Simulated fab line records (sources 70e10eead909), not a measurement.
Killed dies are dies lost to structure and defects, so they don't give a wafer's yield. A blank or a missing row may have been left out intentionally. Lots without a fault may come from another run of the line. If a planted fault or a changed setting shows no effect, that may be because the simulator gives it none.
A lot that was struck, set against a sound lot :: flow nandHarc :: 43 steps out of a route of 1302
Sound: these wafers, L238.1, L238.3, L238.4. Struck: wafer L249.5. (L249.4 of the same lot was not struck and is left out.) The cause comes at the end.
Per side, at each step with rows, come the tool, then ch with its chambers, and then its first start. Under that, the readings that differ: sound wafers :: struck wafers :: difference of the means :: sigmas: that difference in standard deviations of wafers without a fault.
alike: words and numbers the same on both sides, and readings whose means are apart by under 2 such deviations; not compared: readings that were withheld, readings missing a value for some wafer, numbers with overlapping values and no deviation given by the record, and bounds like >300 which may hide the same value.
A row with sigmas, a row that says differs or no value, or rows on one side alone: a step with any of these is where the two part. Non-overlapping numbers with no deviation appear without sigmas and do not part them. Lack of a reading on every wafer of one side parts them only where that side has two or more wafers.

NHARC_A_CONTACT_ETCH_122: etches the open film in C4F8/O2/Ar, time 190 s, target depth 1850 nm.
  sound on harCapEtch-03 ch 0,1, day 22 11:28; struck on harCapEtch-01 ch 0, day 28 02:02
  not compared: rfHoursCounterH
then, 3 steps without rows for these wafers: NHARC_A_CONTACT_ETCH_123 (etches the open film in C4F8/O2/Ar, time 490 s, target depth 2110 nm); NHARC_A_CONTACT_ETCH_90 (etches the open film in CH3F/O2, target depth 40 nm, time 85.7 s); NHARC_A_CONTACT_ETCH_96 (etches the open film in C4F6/O2, target depth 20 nm, time 10 s).
NHARC_A_CONTACT_CD_MEAS_53:
  sound on cdSem-01 at day 22 13:04; struck on cdSem-02 at day 28 03:34
  alike: cdNm
then, 6 steps without rows for these wafers: NHARC_A_CONTACT_STRIP_99 (strips in N2/H2); NHARC_A_CONTACT_STRIP_100 (strips in CF4/CHF3); NHARC_A_CONTACT_STRIP_101 (strips in O2/COS); NHARC_A_CONTACT_ETCH_102 (etches the open film in CF4/O2, target depth 100 nm, overetch 10 nm, time 55 s); NHARC_A_CONTACT_STRIP_55 (strips in O2); NHARC_A_CONTACT_STRIP_56 (strips in post etch residue remover, time 600 s).
NHARC_A_CONTACT_DEP_57: deposits aC, target thk 5300 nm.
  sound on aclDep-02 ch 0, day 22 14:18; struck on aclDep-03 ch 0, day 28 06:41
  alike: throttleValvePct
NHARC_A_CONTACT_DEP_58: deposits SiON, target thk 90 nm.
  sound on pecvd-04 ch 0,1, day 22 17:30; struck on pecvd-04 ch 2, day 28 08:25
  alike: heaterPowerW
then, 10 steps without rows for these wafers: NHARC_A_CONTACT_DEHYDRATE_59 (time 120 s); NHARC_A_CONTACT_HMDS_60 (time 30 s); NHARC_A_CONTACT_COAT_61 (time 75 s); NHARC_A_CONTACT_COAT_62 (time 65 s); NHARC_A_CONTACT_COAT_63 (resist thk 90 nm); NHARC_A_CONTACT_SOFTBAKE_64 (time 55 s); NHARC_A_CONTACT_EBR_65; NHARC_A_CONTACT_EXPOSE_66 (exposes mask A CC 2); NHARC_A_CONTACT_PEB_67 (peb time 65 s); NHARC_A_CONTACT_DEVELOP_68 (develop time 35 s).
NHARC_A_CONTACT_CD_MEAS_69 targets a cd of 300 nm.
  sound on cdSem-01 ch 0, day 22 18:13; struck on cdSem-01 ch 0, day 28 08:56
  alike: cdNm
NHARC_A_CONTACT_OVL_MEAS_70:
  sound on overlay-02 at day 22 18:19; struck on overlay-01 at day 28 09:01
reading: overlayXNm (nm)
sound: -1.6 -1.5 -1.9
struck: 0.4
difference: +2.1
sigmas: +2
  alike: overlayYNm
NHARC_A_CONTACT_INSPECT_71:
  sound on defectInspect-01 at day 22 18:21; struck on defectInspect-02 at day 28 09:02
reading: rawDefectCount
sound: 116 121 117
struck: 19
difference: -99
sigmas: -3
then, 2 steps without rows for these wafers: NHARC_A_CONTACT_DESCUM_74 (chemistry O2, time 3 s); NHARC_A_CONTACT_ETCH_75 (etches the open film in CF4, target depth 39 nm, time 65 s).
NHARC_A_CONTACT_ETCH_76: etches the open film in N2/H2, target depth 260 nm, time 475.3 s.
  sound: rieDiel-07 ch 0,1,3; struck: rieDiel-11 ch 0
  alike: drypumpMotorCurrentA, oesProductAu, rfVppV, showerheadPlenumPTorr, throttleValvePct
  not compared: rfHoursCounterH
NHARC_A_CONTACT_ETCH_77: etches the open film in CF4/CHF3, target depth 108.9 nm, time 54.5 s.
  sound: rieDiel-07 ch 1,2,3; struck: rieDiel-11 ch 1
reading: oesProductAu (a.u.)
sound: 0.924 0.935 0.924
struck: 0.979
difference: +0.051
sigmas: +2
  alike: drypumpMotorCurrentA, rfVppV, showerheadPlenumPTorr, throttleValvePct
  not compared: rfHoursCounterH
then, 2 steps without rows for these wafers: NHARC_A_CONTACT_ETCH_78 (etches the open film in O2/COS, target depth 5300 nm, time 1378 s); NHARC_A_CONTACT_ETCH_124 (etches the open film in C4F8/O2/Ar, time 140 s, target depth 700 nm).
NHARC_A_CONTACT_ETCH_125: etches the open film in C4F8/O2/Ar, time 197 s, target depth 1918 nm.
  sound on harCapEtch-03 ch 0,1, day 22 20:23; struck on harCapEtch-02 ch 0, day 28 11:01
  not compared: rfHoursCounterH
then, 9 steps without rows for these wafers: NHARC_A_CONTACT_ETCH_126 (etches the open film in C4F8/O2/Ar, time 197 s, target depth 1918 nm); NHARC_A_CONTACT_ETCH_127 (etches the open film in C4F8/O2/Ar, time 197 s, target depth 1918 nm); NHARC_A_CONTACT_ETCH_128 (etches the open film in C4F8/O2/Ar, time 197 s, target depth 1918 nm); NHARC_A_CONTACT_ETCH_129 (etches the open film in C4F8/O2/Ar, time 197 s, target depth 1918 nm); NHARC_A_CONTACT_ETCH_130 (etches the open film in C4F8/O2/Ar, time 197 s, target depth 1918 nm); NHARC_A_CONTACT_ETCH_131 (etches the open film in C4F8/O2/Ar, time 197 s, target depth 1918 nm); NHARC_A_CONTACT_ETCH_132 (etches the open film in C4F8/O2/Ar, time 197 s, target depth 1924 nm); NHARC_A_CONTACT_ETCH_133 (etches the open film in C4F8/O2/Ar, time 374 s, target depth 1610 nm); NHARC_A_CONTACT_ETCH_91 (etches the open film in CH3F/O2, target depth 40 nm, time 85.7 s).
-- the record jumps here: 3 days lie between the struck wafers' starts before and after (it left off in module A_CONTACT and takes up again in module END, whose first step shown is number 1302 of the route) --
NHARC_END_SORT_01:
  the record has rows for the struck wafers here (prober-01 ch 0, day 31 06:41) and none for the sound ones

## WHERE THEY PART
Earliest at NHARC_A_CONTACT_OVL_MEAS_70; latest, in this record, at NHARC_END_SORT_01.

WHY: whatever the simulator had introduced
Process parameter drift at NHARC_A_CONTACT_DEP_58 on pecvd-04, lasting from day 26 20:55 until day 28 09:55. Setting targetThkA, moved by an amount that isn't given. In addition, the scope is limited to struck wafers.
